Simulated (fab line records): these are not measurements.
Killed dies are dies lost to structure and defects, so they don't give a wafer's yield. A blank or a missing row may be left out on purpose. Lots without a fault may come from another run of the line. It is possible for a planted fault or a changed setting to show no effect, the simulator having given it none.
A struck lot beside a sound one ; flow n5 finfet ; 16 out of 1938 route steps
Sound: these wafers, L820.2, L820.4, L820.6. The struck wafers were L830.1, L830.2, L830.5. Last of all comes the cause.
Per side, at each step with rows, come the tool, then ch with its chambers, and then its first start. Under that, the readings that differ: sound wafers ; struck wafers ; difference of the means ; sigmas: that difference in standard deviations of wafers without a fault.
alike: readings with means less than 2 such deviations apart, plus words and numbers identical on both sides. not compared: withheld readings, readings lacking a value on some wafer, bounds such as >300 that could conceal the same value, and numbers that have no deviation in the record and whose values overlap.
A row with sigmas, a row that says differs or no value, or rows on one side alone: a step with any of these is where the two part. When numbers do not overlap yet have no deviation, they are printed without sigmas and do not part them. A reading missing from all wafers of one side parts the sides only when that side holds two or more wafers.

first, 4 steps without rows for these wafers: N5_BEOL_M4_SOFTBAKE_23 (time 60 s); N5_BEOL_M4_EXPOSE_25 (exposes mask V3, defocus 5 nm); N5_BEOL_M4_PEB_26 (peb time 60 s); N5_BEOL_M4_DEVELOP_27 (develop time 30 s).
N5_BEOL_M4_CD_MEAS_28: target cd 26.2 nm, target cd y 24.1 nm.
  sound on cd sem-02 ch 0, day 8 07:26; struck on cd sem-02 ch 0, day 10 17:26
  alike: cd nm
N5_BEOL_M4_OVL_MEAS_29:
  sound on overlay-01 ch 0, day 8 07:28; struck on overlay-01 ch 0, day 10 17:28
  alike: V3_OVL
N5_BEOL_M4_INSPECT_30: inspects for defects (brightfield).
  sound: defect inspect-02 at day 8 07:31; struck: defect inspect-02 at day 10 17:31
  alike: raw defect count
N5_BEOL_M4_DESCUM_33: chemistry O2, time 7 s.
  sound on rie diel-02 ch 0,1,3, day 8 07:33; struck on rie diel-02 ch 0,1,3, day 10 18:22
  alike: chamber pressure mTorr, drypump motor current A, oes product au, rf vpp V, showerhead plenum p Torr, throttle valve pct
  not compared: rf hours counter h
N5_BEOL_M4_ETCH_77: etches underlayer in N2/H2, target depth 6.5 nm, time 5.2 s.
  sound on rie diel-02 ch 0,1,3, day 8 07:35; struck on rie diel-02 ch 0,1,3, day 10 18:24
  alike: chamber pressure mTorr, drypump motor current A, etch rf on time s, h2 flow sccm, oes product au, rf vpp V, showerhead plenum p Torr, throttle valve pct
  not compared: rf hours counter h
N5_BEOL_M4_ETCH_69: etches SiARC in CF4, target depth 15.6 nm, time 26 s.
  sound on rie diel-02 ch 0,1,3, day 8 07:36; struck on rie diel-02 ch 0,1,3, day 10 18:25
  alike: chamber pressure mTorr, drypump motor current A, etch rf on time s, oes product au, rf vpp V, showerhead plenum p Torr, throttle valve pct
  not compared: rf hours counter h
N5_BEOL_M4_ALD_98: deposits SiO2, target thk 2.5 nm, pulse time 1 s, co reactant pulse time 1 s.
  sound on ald sin-04 ch 0,2, day 8 08:01; struck on ald sin-03 ch 0,1,3, day 10 18:40
  alike: heater power w, precursor pulse height rel
N5_BEOL_M4_ETCHBACK_99: etches SiO2 in CHF3, target depth 5 nm, time 10.4 s.
  sound on rie diel-06 ch 0,1, day 8 08:08; struck on rie diel-06 ch 1,2, day 10 20:04
  alike: chamber pressure mTorr, drypump motor current A, oes product au, rf vpp V, showerhead plenum p Torr, throttle valve pct
  not compared: rf hours counter h
N5_BEOL_M4_ETCH_70: etches SOC in N2/H2, target depth 80 nm, overetch 24 nm, time 130 s.
  sound on rie diel-06 ch 0,1, day 8 08:10; struck on rie diel-06 ch 1,2, day 10 20:07
reading;sound;struck;difference;sigmas
h2 flow sccm (sccm);199.7 199.5 199.1;220.5 220.5 219.5;+20.7;+34
throttle valve pct (%);17.6 17.4 17.6;19.1 18.0 18.0;+0.8;+3
  alike: chamber pressure mTorr, drypump motor current A, oes product au, rf vpp V, showerhead plenum p Torr
  not compared: rf hours counter h
then, 1 step without rows for these wafers: N5_BEOL_M4_STRIP_71 (strips in N2/H2).
N5_BEOL_M4_RC_MEAS_101:
  sound on prober-01 ch 0, day 8 13:38; struck on prober-02 ch 0, day 11 00:19
reading;sound;struck;difference;sigmas
SS_P (mV/dec);73.5 71.8 72.6;74.8 73.3 74.3;+1.5;+2
  alike: DIBL_N, DIBL_P, IOFF_N, IOFF_P, ION_N, ION_P, SS_N, VT_N, VT_P
next, for these wafers, 1 step has no rows: N5_PASSIVATION_PROBE_49.

== WHERE THEY PART ==
At N5_BEOL_M4_ETCH_70 first; at N5_BEOL_M4_RC_MEAS_101 last (within this record only).

WHY: whatever the simulator had introduced
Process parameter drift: rie diel-06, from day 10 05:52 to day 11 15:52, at N5_BEOL_M4_ETCH_70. From 200, the setting h2 flow sccm moved by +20. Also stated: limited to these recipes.
